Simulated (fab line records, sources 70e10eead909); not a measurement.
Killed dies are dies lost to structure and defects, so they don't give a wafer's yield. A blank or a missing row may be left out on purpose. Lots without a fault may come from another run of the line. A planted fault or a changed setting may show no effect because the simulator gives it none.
Tool commonality check | flow nand_harc | 14 lots, 42 wafers sampled

WHY IT WAS OPENED
At NHARC_A_BONDPAD_THK_MEAS_30 the reading thk_nm is flagged on 2 of 14 lots. Wafers without a fault read 200.2 nm, standard deviation 1.5.
Rule: a lot is flagged when every wafer of it that has a number lies more than 4 standard deviations from that mean, or none has a number. The other lots count as sound.

lot  | measured     | on            | thk_nm (nm), wafer by wafer | flag
L406 | day 23 06:22 | film_metro-01 | 199.3 199.8 198.7           |
L407 | day 23 08:19 | film_metro-02 | 200.0 199.4 198.8           |
L408 | day 23 13:01 | film_metro-02 | 199.9 198.9 198.6           |
L409 | day 24 02:12 | film_metro-01 | 201.9 203.2 204.8           |
L410 | day 24 13:28 | film_metro-01 | 204.1 201.0 200.7           |
L422 | day 29 00:38 | film_metro-01 | 248.6 244.2 252.9           | FLAGGED
L420 | day 29 02:31 | film_metro-02 | 244.6 246.7 252.8           | FLAGGED
L423 | day 30 12:53 | film_metro-01 | 199.4 199.6 200.1           |
L424 | day 30 16:44 | film_metro-01 | 198.7 198.7 198.8           |
L425 | day 31 04:32 | film_metro-02 | 201.2 198.7 200.7           |
L426 | day 31 08:33 | film_metro-02 | 200.9 199.1 199.7           |
L427 | day 31 20:33 | film_metro-02 | 201.1 201.5 200.9           |
L428 | day 32 00:59 | film_metro-02 | 200.0 199.6 202.5           |
L429 | day 33 00:20 | film_metro-02 | 204.1 199.6 200.5           |
The numbers of the flagged lots are 248.3 nm on average: +48.1 nm against the usual, or +32 standard deviations.

WHICH TOOL RAN EACH LOT
The record holds 1 process step before the reading, out of a route of 1302 steps. In each cell: the tool, then ch and the chambers that the sampled wafers went through, then the start.
lot  | flag    | NHARC_A_BONDPAD_CMP_29
L406 |         | cmp-04 ch 0,1,3, day 23 06:06
L407 |         | cmp-02 ch 0,1,2, day 23 08:06
L408 |         | cmp-02 ch 0,2,3, day 23 12:49
L409 |         | cmp-03 ch 0,1,3, day 24 01:57
L410 |         | cmp-03 ch 0,2, day 24 13:13
L422 | FLAGGED | cmp-04 ch 0,2,3, day 29 00:23
L420 | FLAGGED | cmp-04 ch 1,3, day 29 02:17
L423 |         | cmp-02 ch 1,2,3, day 30 12:38
L424 |         | cmp-03 ch 0,1, day 30 16:29
L425 |         | cmp-04 ch 0,2,3, day 31 04:20
L426 |         | cmp-04 ch 0,2,3, day 31 08:21
L427 |         | cmp-04 ch 1,3, day 31 20:20
L428 |         | cmp-04 ch 1,2, day 32 00:45
L429 |         | cmp-03 ch 1,2,3, day 33 00:06
What these steps do:
- NHARC_A_BONDPAD_CMP_29: polishes SiCN, target thk 200 nm.
- NHARC_A_BONDPAD_THK_MEAS_30: measures by ellipsometry.

FLAGGED OVER TOTAL, TOOL BY TOOL (the gauges that took the reading come last)
step                        | tool          | lots run | flagged | share of the flagged lots | sound lots run after its first flagged lot
NHARC_A_BONDPAD_CMP_29      | cmp-02        | 3        | 0       | none                      | -
NHARC_A_BONDPAD_CMP_29      | cmp-03        | 4        | 0       | none                      | -
NHARC_A_BONDPAD_CMP_29      | cmp-04        | 7        | 2       | all                       | 4 (L425,L426,L427,L428)
NHARC_A_BONDPAD_THK_MEAS_30 | film_metro-01 | 6        | 1       | some                      | 2 (L423,L424)
NHARC_A_BONDPAD_THK_MEAS_30 | film_metro-02 | 8        | 1       | some                      | 5 (L425,L426,L427,L428,L429)

WHAT THE TABLE ALLOWS
1 row of the table ran every flagged lot: cmp-04 at NHARC_A_BONDPAD_CMP_29.
- cmp-04 at NHARC_A_BONDPAD_CMP_29: 2 of its 7 lots flagged. Sound lots ran on it after the first flagged one (L425, L426, L427, L428), which a lasting fault on the whole tool wouldn't allow. On the flagged lots its readings are blank where sound lots have values: edge_zone_pressure_frac, motor_current_A.
No row of the table ran every flagged lot and no sound lot after the first.

WHAT THE SIMULATOR HAD PUT IN
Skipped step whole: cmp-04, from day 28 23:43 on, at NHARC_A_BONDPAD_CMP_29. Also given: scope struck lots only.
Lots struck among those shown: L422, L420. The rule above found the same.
